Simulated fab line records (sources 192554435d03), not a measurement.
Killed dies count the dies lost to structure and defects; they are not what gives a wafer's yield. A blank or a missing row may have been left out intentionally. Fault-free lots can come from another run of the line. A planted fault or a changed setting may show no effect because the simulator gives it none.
fab line records	flow n5_finfet	part 1 of 2: steps 1 to 20 of 33
record lots=5	wafers=15	last_day=16
route steps=1938 shown BEOL_M4@1026
lots with no fault: from the same line, run without faults
start_h: the number of hours between the record's first day and the start of the first shown wafer of the lot	wait_h: how many hours have passed since the lot's step before this one	" the same as in the row above	L1.1+2: several wafers, shown together as one row	- no value present, or no start provided	* or withheld: withheld	< > ~ a bound
route shown NAME@n: names a module that has steps shown in the file, with the first one's number in the route	usual: mean/standard deviation of fault-free wafers	same: alike in all rows	chamber/n: place in a boat	sites: each site's reading	_std_site: standard deviation across them	_edge_site: the outer-site mean with the inner-site mean subtracted	radius_mm: for every site, how far away it sits from the centre of the wafer	mask NAME#n: copy n	behind: tool/chamber where the wafer was last shaped	hold: why the lot was held/for how many hours/how that ended	device: names the non-switching transistor (n, p or np)	end of line: the tests these same wafers got at the end of their route	step lacking rows: just its recipe	killed: at the first sort, the dies lost to defects and structure; wafer yield is something else	map: per-die view of a wafer (x killed, . not killed, _ where there is no die)
set.NAME: the run value of the setting; set.NAME@STEP: its run value at that earlier step	model.NAME: the simulator's own value behind a step, which no gauge read
a table for each step, a row for each wafer; lots at some steps of the route
services: from which hour (start_h, from the record's first day; less than 0 if before it) a tool's chamber was out of use, for how many hours, and why
## steps
# step N5_BEOL_M4_COAT_62
# recipe resist=SiARC	temp_c=220	time_s=60	spin_rpm=1500	resist_thk_nm=12
# usual spin_speed_rpm=1499.9/1
lot.wafer	tool	chamber	start_h	wait_h	spin_speed_rpm
L081.4	litho_track-03	0	-	-	1500.6
L081.5	"	0	"	"	1499.9
L081.6	"	0	"	"	1501.0
L082.2	litho_track-03	0	-	-	1499.3
L082.4	"	0	"	"	1500.1
L082.6	"	0	"	"	1499.8
L087.2	litho_track-03	0	-	-	1498.6
L087.3	"	0	"	"	1498.7
L087.6	"	0	"	"	1499.3
L089.3	litho_track-04	0	-	-	1501.1
L089.5	"	0	"	"	1502.2
L089.6	"	0	"	"	1500.5
L095.4	litho_track-03	0	-	-	1500.1
L095.5	"	0	"	"	1499.0
L095.6	"	0	"	"	1501.0
# step N5_BEOL_M4_COAT_73
# recipe resist=underlayer	temp_c=205	time_s=60	spin_rpm=1500	resist_thk_nm=5
# usual spin_speed_rpm=1500.0/1.1
lot.wafer	tool	chamber	start_h	wait_h	spin_speed_rpm
L081.4	litho_track-03	0	-	-	1498.6
L081.5	"	0	"	"	1498.4
L081.6	"	0	"	"	1499.4
L082.2	litho_track-03	0	-	-	1498.4
L082.4	"	0	"	"	1499.6
L082.6	"	0	"	"	1500.6
L087.2	litho_track-03	0	-	-	1499.2
L087.3	"	0	"	"	1499.5
L087.6	"	0	"	"	1500.5
L089.3	litho_track-04	0	-	-	1503.0
L089.5	"	0	"	"	1500.2
L089.6	"	0	"	"	1500.0
L095.4	litho_track-03	0	-	-	1499.4
L095.5	"	0	"	"	1500.4
L095.6	"	0	"	"	1500.1
# step N5_BEOL_M4_COAT_05
# recipe resist=CAR-EUV	spin_rpm=1500	resist_thk_nm=30
# usual spin_speed_rpm=1500.2/1.1
lot.wafer	tool	chamber	start_h	wait_h	spin_speed_rpm
L081.4	litho_track-03	0	-	-	1500.1
L081.5	"	0	"	"	1500.0
L081.6	"	0	"	"	1500.6
L082.2	litho_track-03	0	-	-	1499.4
L082.4	"	0	"	"	1500.5
L082.6	"	0	"	"	1501.6
L087.2	litho_track-03	0	-	-	1501.9
L087.3	"	0	"	"	1499.2
L087.6	"	0	"	"	1499.0
L089.3	litho_track-04	0	-	-	1498.9
L089.5	"	0	"	"	1502.2
L089.6	"	0	"	"	1500.0
L095.4	litho_track-03	0	-	-	1499.9
L095.5	"	0	"	"	1499.1
L095.6	"	0	"	"	1500.0
# step N5_BEOL_M4_EBR_07
# recipe solvent=PGMEA	ebr_width_mm=1.5
# same ebr_width_mm=1.5
lot.wafer	tool	chamber	start_h	wait_h
L081.4+5+6	litho_track-03	0	-	-
L082.2+4+6	litho_track-03	0	-	-
L087.2+3+6	litho_track-03	0	-	-
L089.3+5+6	litho_track-04	0	-	-
L095.4+5+6	litho_track-03	0	-	-
# step N5_BEOL_M4_SOFTBAKE_06
# recipe temp_c=110	time_s=60	resist=CAR-EUV
lot.wafer	tool	chamber	start_h	wait_h
L081.4+5+6	litho_track-03	0	-	-
L082.2+4+6	litho_track-03	0	-	-
L087.2+3+6	litho_track-03	0	-	-
L089.3+5+6	litho_track-04	0	-	-
L095.4+5+6	litho_track-03	0	-	-
# step N5_BEOL_M4_EXPOSE_08
# recipe mask_id=M4	na=0.33	source_shape=dipole	sigma_inner=0.369	sigma_outer=0.767	polarization=unpolarized	dose_mj=41.25
# same na=0.33
lot.wafer	tool	chamber	start_h	wait_h	mask
L081.4+5+6	euv_scanner-02	0	202.93	-	M4#0
L082.2+4+6	euv_scanner-02	0	212.32	-	M4#0
L087.2+3+6	euv_scanner-01	0	241.63	-	M4#0
L089.3+5+6	euv_scanner-02	0	247.43	-	M4#0
L095.4+5+6	euv_scanner-02	0	279.35	-	M4#0
# step N5_BEOL_M4_PEB_09
# recipe peb_temp_c=100	peb_time_s=60	resist=CAR-EUV
lot.wafer	tool	chamber	start_h	wait_h
L081.4+5+6	litho_track-03	0	202.98	0.0
L082.2+4+6	litho_track-02	0	212.38	0.1
L087.2+3+6	litho_track-03	0	241.69	0.1
L089.3+5+6	litho_track-04	0	247.48	0.0
L095.4+5+6	litho_track-03	0	279.40	0.0
# step N5_BEOL_M4_DEVELOP_10
# recipe develop_time_s=30	developer=TMAH	resist=CAR-EUV	rinse_liquid=surfactant_rinse	dry=air_spin	dev_temp_c=23
# same develop_time_s=30
lot.wafer	tool	chamber	start_h	wait_h
L081.4+5+6	litho_track-03	0	-	-
L082.2+4+6	litho_track-02	0	-	-
L087.2+3+6	litho_track-03	0	-	-
L089.3+5+6	litho_track-04	0	-	-
L095.4+5+6	litho_track-03	0	-	-
# step N5_BEOL_M4_CD_MEAS_11
# recipe target_cd_nm=16.79	landing_energy_ev=500	detector=se_inlens	polarity=opening
# usual cd_nm=16.79/0.23
lot.wafer	tool	chamber	start_h	wait_h	cd_nm
L081.4	cd_sem-02	0	203.04	-	16.86
L081.5	"	0	"	"	16.69
L081.6	"	0	"	"	16.56
L082.2	cd_sem-01	0	212.45	-	16.57
L082.4	"	0	"	"	16.91
L082.6	"	0	"	"	16.72
L087.2	cd_sem-01	0	241.75	-	16.41
L087.3	"	0	"	"	16.90
L087.6	"	0	"	"	17.07
L089.3	cd_sem-03	0	247.55	-	16.91
L089.5	"	0	"	"	17.03
L089.6	"	0	"	"	16.77
L095.4	cd_sem-01	0	279.47	-	16.99
L095.5	"	0	"	"	16.94
L095.6	"	0	"	"	17.06
# step N5_BEOL_M4_OVL_MEAS_12
# recipe points_per_wafer=522
# usual M4_OVL=0.0/0.6
lot.wafer	tool	chamber	start_h	wait_h	M4_OVL[nm]
L081.4	overlay-02	0	203.09	0.0	0.3
L081.5	"	0	"	"	0.4
L081.6	"	0	"	"	0.7
L082.2	overlay-01	0	212.48	0.0	-0.5
L082.4	"	0	"	"	-0.2
L082.6	"	0	"	"	-0.7
L087.2	overlay-02	0	241.79	0.0	1.1
L087.3	"	0	"	"	0.5
L087.6	"	0	"	"	0.2
L089.3	overlay-02	0	247.59	0.0	0.2
L089.5	"	0	"	"	-1.3
L089.6	"	0	"	"	-0.3
L095.4	overlay-02	0	279.51	0.0	0.3
L095.5	"	0	"	"	-0.1
L095.6	"	0	"	"	0.4
# step N5_BEOL_M4_INSPECT_13
# recipe mode=adi	inspect_instrument=brightfield
# usual raw_defect_count=431/94
lot.wafer	tool	chamber	start_h	wait_h	raw_defect_count
L081.4	defect_inspect-02	-	203.13	0.0	519
L081.5	"	-	"	"	308
L081.6	"	-	"	"	336
L082.2	defect_inspect-02	-	212.53	0.0	372
L082.4	"	-	"	"	329
L082.6	"	-	"	"	466
L087.2	defect_inspect-01	-	241.84	0.0	385
L087.3	"	-	"	"	466
L087.6	"	-	"	"	474
L089.3	defect_inspect-02	-	247.64	0.0	526
L089.5	"	-	"	"	466
L089.6	"	-	"	"	659
L095.4	defect_inspect-01	-	279.56	0.0	459
L095.5	"	-	"	"	492
L095.6	"	-	"	"	616
# step N5_BEOL_M4_DESCUM_16
# recipe chemistry=O2	time_s=7	source_power_w=50	bias_power_w=20	pressure_mtorr=20	rf_frequency_hz=2.712e+07	temp_c=40	resist=CAR-EUV	o2_flow_sccm=225
# usual drypump_motor_current_A=5.7/0.43	oes_product_au=0.78/0.079	rf_vpp_V=243.7/1.5	showerhead_plenum_p_Torr=2.12/0.084	temp_c=39.99/0.11	throttle_valve_pct=20.43/0.24
lot.wafer	tool	chamber	start_h	wait_h	drypump_motor_current_A	oes_product_au	rf_hours_counter_h	rf_vpp_V	showerhead_plenum_p_Torr	temp_c	throttle_valve_pct
L081.4	rie_diel-01	3	203.16	0.0	6.2	0.76	140	244.0	2.19	39.85	20.43
L081.5	"	3	"	"	6.2	0.76	-	244.7	2.19	39.89	20.43
L081.6	"	2	"	"	5.1	0.69	-	242.5	2.15	39.89	20.78
L082.2	rie_diel-01	1	212.96	0.4	5.6	0.84	68	245.3	2.20	39.88	20.14
L082.4	"	3	"	"	6.2	0.76	143	244.0	2.18	40.08	20.45
L082.6	"	3	"	"	6.2	0.75	-	245.2	2.18	40.09	20.44
L087.2	rie_diel-01	3	242.48	0.6	6.2	0.75	156	244.3	2.18	39.88	20.46
L087.3	"	0	"	"	5.6	0.71	205	241.5	1.98	39.89	20.62
L087.6	"	3	"	"	6.2	0.75	-	243.5	2.18	39.73	20.46
L089.3	rie_diel-01	0	247.67	0.0	5.6	0.72	209	242.0	1.98	39.88	20.64
L089.5	"	1	"	"	5.6	0.82	-	244.7	2.19	40.03	20.18
L089.6	"	3	"	"	6.2	0.74	-	244.1	2.18	39.77	20.47
L095.4	rie_diel-01	2	279.59	0.0	5.1	0.97	4	243.9	2.14	39.90	20.39
L095.5	"	1	"	"	5.6	0.80	-	245.6	2.19	40.15	20.21
L095.6	"	0	"	"	5.6	0.70	-	241.1	1.98	40.06	20.67
# step N5_BEOL_M4_ETCH_74
# recipe chemistry=N2/H2	target=underlayer	target_depth_a=65	mask_material=CAR-EUV	time_s=5.2	ion_energy_ev=200	pressure_mtorr=30	source_w=840	bias_w=150	n2_flow_sccm=200	h2_flow_sccm=200	ends=cleared
# usual drypump_motor_current_A=5.8/0.43	etch_rf_on_time_s=5.18/0.073	n2_flow_sccm=200.0/0.6	oes_product_au=0.67/0.066	rf_vpp_V=525/3.2	showerhead_plenum_p_Torr=2.58/0.1	throttle_valve_pct=17.90/0.27
lot.wafer	tool	chamber	start_h	wait_h	drypump_motor_current_A	etch_rf_on_time_s	n2_flow_sccm	oes_product_au	rf_hours_counter_h	rf_vpp_V	showerhead_plenum_p_Torr	throttle_valve_pct
L081.4	rie_diel-01	3	203.20	0.0	6.2	5.24	200.7	0.64	140	527	2.65	17.90
L081.5	"	3	"	"	6.2	5.23	199.6	0.64	-	527	2.65	17.89
L081.6	"	2	"	"	5.0	5.23	201.2	0.60	-	526	2.61	18.22
L082.2	rie_diel-01	1	213.00	0.0	5.6	5.22	199.6	0.70	68	529	2.69	17.64
L082.4	"	3	"	"	6.2	5.18	200.3	0.64	144	528	2.65	17.91
L082.6	"	3	"	"	6.2	5.18	200.0	0.65	-	528	2.65	17.92
L087.2	rie_diel-01	3	242.52	0.0	6.2	5.19	199.9	0.63	156	524	2.65	17.90
L087.3	"	0	"	"	5.6	5.31	199.7	0.61	205	519	2.41	18.13
L087.6	"	3	"	"	6.2	5.17	200.0	0.64	-	527	2.65	17.92
L089.3	rie_diel-01	0	247.70	0.0	5.7	5.35	201.1	0.60	209	521	2.41	18.12
L089.5	"	1	"	"	5.6	5.22	200.1	0.68	-	528	2.68	17.67
L089.6	"	3	"	"	6.2	5.19	200.1	0.65	-	526	2.65	17.94
L095.4	rie_diel-01	2	279.63	0.0	5.0	5.05	199.7	0.83	4	522	2.60	17.82
L095.5	"	1	"	"	5.6	5.18	200.7	0.68	-	527	2.67	17.68
L095.6	"	0	"	"	5.7	5.27	200.2	0.61	-	520	2.40	18.15
# step N5_BEOL_M4_ETCH_63
# recipe chemistry=CF4	target=SiARC	target_depth_a=156	mask_material=CAR-EUV	time_s=26	ion_energy_ev=80	pressure_mtorr=40	source_w=545	bias_w=36	Ar_flow_sccm=100	cf4_flow_sccm=100	ends=cleared
# usual drypump_motor_current_A=5.7/0.43	etch_rf_on_time_s=25.9/0.4	oes_product_au=0.67/0.066	rf_vpp_V=184.3/1.4	showerhead_plenum_p_Torr=2.17/0.079	throttle_valve_pct=15.64/0.25
lot.wafer	tool	chamber	start_h	wait_h	drypump_motor_current_A	etch_rf_on_time_s	oes_product_au	rf_hours_counter_h	rf_vpp_V	showerhead_plenum_p_Torr	throttle_valve_pct
L081.4	rie_diel-01	3	203.21	0.0	6.2	25.6	0.65	140	185.0	2.23	15.64
L081.5	"	3	"	"	6.2	26.1	0.65	-	184.9	2.23	15.63
L081.6	"	2	"	"	5.0	26.0	0.60	-	183.9	2.20	16.01
L082.2	rie_diel-01	1	213.01	0.0	5.6	26.1	0.70	68	185.6	2.26	15.39
L082.4	"	3	"	"	6.2	25.7	0.65	144	185.2	2.23	15.63
L082.6	"	3	"	"	6.2	26.0	0.66	-	184.7	2.23	15.63
L087.2	rie_diel-01	3	242.53	0.0	6.2	26.0	0.64	156	184.8	2.22	15.65
L087.3	"	0	"	"	5.7	26.6	0.60	205	181.0	2.05	15.89
L087.6	"	3	"	"	6.2	25.8	0.64	-	185.6	2.23	15.65
L089.3	rie_diel-01	0	247.72	0.0	5.6	26.4	0.61	209	181.9	2.04	15.92
L089.5	"	1	"	"	5.6	25.7	0.69	-	185.6	2.25	15.44
L089.6	"	3	"	"	6.1	25.6	0.64	-	185.2	2.22	15.66
L095.4	rie_diel-01	2	279.64	0.0	5.0	25.2	0.83	4	185.1	2.19	15.52
L095.5	"	1	"	"	5.6	26.3	0.68	-	185.4	2.25	15.47
L095.6	"	0	"	"	5.6	26.7	0.60	-	182.8	2.04	15.95
# step N5_BEOL_M4_ETCH_64
# recipe chemistry=N2/H2	target=SOC	target_depth_a=750	overetch_a=225	mask_material=SiARC	temp_c=40	time_s=121.9	ion_energy_ev=200	pressure_mtorr=30	source_w=840	bias_w=150	n2_flow_sccm=200	h2_flow_sccm=200
# usual drypump_motor_current_A=5.8/0.43	n2_flow_sccm=200.0/0.63	oes_product_au=0.60/0.056	rf_vpp_V=524.9/2.8	showerhead_plenum_p_Torr=2.58/0.1	temp_c=39.99/0.1	throttle_valve_pct=17.85/0.27
lot.wafer	tool	chamber	start_h	wait_h	drypump_motor_current_A	n2_flow_sccm	oes_product_au	rf_hours_counter_h	rf_vpp_V	showerhead_plenum_p_Torr	temp_c	throttle_valve_pct
L081.4	rie_diel-01	3	203.24	0.0	6.2	199.6	0.58	140	529.5	2.65	39.97	17.85
L081.5	"	3	"	"	6.2	198.2	0.58	-	527.1	2.65	39.89	17.84
L081.6	"	2	"	"	5.0	200.1	0.53	-	525.8	2.61	39.96	18.20
L082.2	rie_diel-01	1	213.04	0.0	5.6	200.0	0.63	68	527.3	2.69	39.93	17.58
L082.4	"	3	"	"	6.2	198.8	0.58	144	526.9	2.65	39.80	17.84
L082.6	"	3	"	"	6.2	200.0	0.57	-	526.6	2.65	39.94	17.86
L087.2	rie_diel-01	3	242.56	0.0	6.2	200.8	0.56	156	525.3	2.65	39.90	17.89
L087.3	"	0	"	"	5.7	200.2	0.55	205	521.6	2.41	40.09	18.07
L087.6	"	3	"	"	6.2	200.1	0.57	-	527.9	2.65	39.95	17.89
L089.3	rie_diel-01	0	247.75	0.0	5.6	200.3	0.55	209	521.5	2.41	40.17	18.08
L089.5	"	1	"	"	5.6	200.3	0.62	-	527.8	2.68	39.89	17.62
L089.6	"	3	"	"	6.2	199.0	0.57	-	526.9	2.65	40.01	17.89
L095.4	rie_diel-01	2	279.67	0.0	5.0	199.9	0.73	4	525.6	2.61	39.87	17.75
L095.5	"	1	"	"	5.6	201.3	0.60	-	528.2	2.67	40.20	17.65
L095.6	"	0	"	"	5.7	199.2	0.54	-	520.3	2.41	40.10	18.13
# step N5_BEOL_M4_STRIP_65
# recipe chemistry=N2/H2	temp_c=40	n2_flow_sccm=200	h2_flow_sccm=200	rf_frequency_hz=6e+07
lot.wafer	tool	chamber	start_h	wait_h
L081.4+5+6	rie_diel-01	3,3,2	203.35	0.1
L082.2+4+6	rie_diel-01	1,3,3	213.15	0.1
L087.2+3+6	rie_diel-01	3,0,3	242.67	0.1
L089.3+5+6	rie_diel-01	0,1,3	247.86	0.1
L095.4+5+6	rie_diel-01	2,1,0	279.78	0.1
# step N5_BEOL_M4_STRIP_75
# recipe chemistry=N2/H2	temp_c=40	n2_flow_sccm=200	h2_flow_sccm=200	rf_frequency_hz=6e+07
lot.wafer	tool	chamber	start_h	wait_h
L081.4+5+6	rie_diel-01	3,3,2	203.36	0.0
L082.2+4+6	rie_diel-01	1,3,3	213.16	0.0
L087.2+3+6	rie_diel-01	3,0,3	242.68	0.0
L089.3+5+6	rie_diel-01	0,1,3	247.87	0.0
L095.4+5+6	rie_diel-01	2,1,0	279.79	0.0
# step N5_BEOL_M4_STRIP_66
# recipe chemistry=CF4	resist=SiARC	power_w=300	bias_power_w=75	pressure_mtorr=50	cf4_flow_sccm=150	rf_frequency_hz=6e+07
# usual drypump_motor_current_A=5.7/0.43	oes_product_au=0.77/0.073	rf_vpp_V=271.5/1.8	showerhead_plenum_p_Torr=1.82/0.066	throttle_valve_pct=13.61/0.27
lot.wafer	tool	chamber	start_h	wait_h	drypump_motor_current_A	oes_product_au	rf_hours_counter_h	rf_vpp_V	showerhead_plenum_p_Torr	throttle_valve_pct
L081.4	rie_diel-01	3	203.37	0.0	6.2	0.74	140	273.7	1.87	13.63
L081.5	"	3	"	"	6.2	0.75	-	272.2	1.87	13.62
L081.6	"	2	"	"	5.0	0.68	-	273.9	1.84	14.00
L082.2	rie_diel-01	1	213.17	0.0	5.6	0.82	68	273.2	1.89	13.37
L082.4	"	3	"	"	6.2	0.75	144	272.1	1.87	13.63
L082.6	"	3	"	"	6.2	0.75	-	273.4	1.87	13.64
L087.2	rie_diel-01	3	242.69	0.0	6.2	0.74	156	272.1	1.87	13.69
L087.3	"	0	"	"	5.6	0.71	205	268.9	1.71	13.88
L087.6	"	3	"	"	6.1	0.75	-	273.8	1.87	13.65
L089.3	rie_diel-01	0	247.88	0.0	5.6	0.71	209	268.9	1.71	13.89
L089.5	"	1	"	"	5.6	0.80	-	272.8	1.89	13.41
L089.6	"	3	"	"	6.2	0.74	-	272.9	1.87	13.66
L095.4	rie_diel-01	2	279.80	0.0	5.0	0.95	4	272.6	1.83	13.43
L095.5	"	1	"	"	5.6	0.79	-	272.0	1.88	13.46
L095.6	"	0	"	"	5.6	0.70	-	268.2	1.71	13.92
# step N5_BEOL_M4_HM_OPEN_17
# recipe chemistry=Cl2/BCl3	target_depth_a=200	overetch_a=60	target=TiN	mask_material=SOC	ion_energy_ev=150	pressure_mtorr=10	icp_w=1000	bias_w=126	Cl2_flow_sccm=53.25	bcl3_flow_sccm=21.75	Ar_flow_sccm=25
# usual drypump_motor_current_A=5.7/0.36	he_backside_leak_sccm=3.46/0.25	oes_product_au=0.64/0.063	throttle_valve_pct=22.02/0.14
lot.wafer	tool	chamber	start_h	wait_h	drypump_motor_current_A	he_backside_leak_sccm	oes_product_au	rf_hours_counter_h	throttle_valve_pct
L081.4	rie_metal-03	1	203.44	0.1	5.8	3.27	0.61	-	22.07
L081.5	"	1	"	"	5.8	3.07	0.61	-	22.09
L081.6	"	0	"	"	5.4	3.27	0.61	-	22.16
L082.2	rie_metal-03	1	213.21	0.0	5.8	3.58	0.61	70	22.09
L082.4	"	0	"	"	5.4	3.26	0.62	-	22.14
L082.6	"	0	"	"	5.4	3.30	0.62	-	22.15
L087.2	rie_metal-03	1	242.74	0.0	5.8	3.63	0.60	72	22.11
L087.3	"	1	"	"	5.8	3.67	0.60	-	22.09
L087.6	"	0	"	"	5.4	3.49	0.61	-	22.18
L089.3	rie_metal-02	1	247.95	0.1	6.0	3.44	0.62	-	21.98
L089.5	"	1	"	"	6.0	3.37	0.62	-	21.98
L089.6	"	0	"	"	5.2	3.37	0.76	-	21.82
L095.4	rie_metal-03	0	279.87	0.1	5.3	3.32	0.60	-	22.17
L095.5	"	1	"	"	5.8	3.66	0.60	-	22.13
L095.6	"	0	"	"	5.3	3.37	0.61	-	22.17
# step N5_BEOL_M4_STRIP_19
# recipe chemistry=O2	power_w=400	temp_c=40	pressure_mtorr=30	rf_frequency_hz=6e+07	bias_power_w=0	overash_fraction=0.2	o2_flow_sccm=225
# usual drypump_motor_current_A=5.7/0.44	oes_product_au=0.79/0.08	rf_vpp_V=3.6/0.48	showerhead_plenum_p_Torr=2.11/0.082	temp_c=40.00/0.11	throttle_valve_pct=16.69/0.25
lot.wafer	tool	chamber	start_h	wait_h	drypump_motor_current_A	oes_product_au	rf_hours_counter_h	rf_vpp_V	showerhead_plenum_p_Torr	temp_c	throttle_valve_pct
L081.4	rie_diel-01	2	203.52	0.1	5.0	0.68	240	3.1	2.15	39.95	17.04
L081.5	"	0	"	"	5.7	0.73	-	3.7	1.99	39.86	16.88
L081.6	"	3	"	"	6.2	0.76	-	3.5	2.19	39.95	16.69
L082.2	rie_diel-02	3	213.33	0.1	5.9	0.74	148	3.2	2.01	40.09	16.52
L082.4	"	1	"	"	6.5	0.69	234	3.7	2.15	40.05	16.81
L082.6	"	2	"	"	6.1	0.77	-	4.6	2.20	40.04	16.57
L087.2	rie_diel-01	0	243.00	0.2	5.6	0.71	206	3.3	1.99	40.20	16.91
L087.3	"	1	"	"	5.6	0.82	79	3.6	2.20	39.66	16.44
L087.6	"	0	"	"	5.6	0.71	-	4.3	1.99	39.95	16.89
L089.3	rie_diel-06	1	248.03	0.1	5.0	0.87	40	2.7	2.03	39.94	16.41
L089.5	"	0	"	"	5.7	0.89	-	3.8	2.04	40.08	16.47
L089.6	"	3	"	"	6.4	0.75	-	3.4	2.09	40.15	16.90
L095.4	rie_diel-01	3	279.96	0.1	6.2	0.74	169	3.9	2.18	39.99	16.75
L095.5	"	1	"	"	5.6	0.80	-	4.1	2.19	40.12	16.47
L095.6	"	0	"	"	5.6	0.69	-	3.4	1.98	39.96	16.95
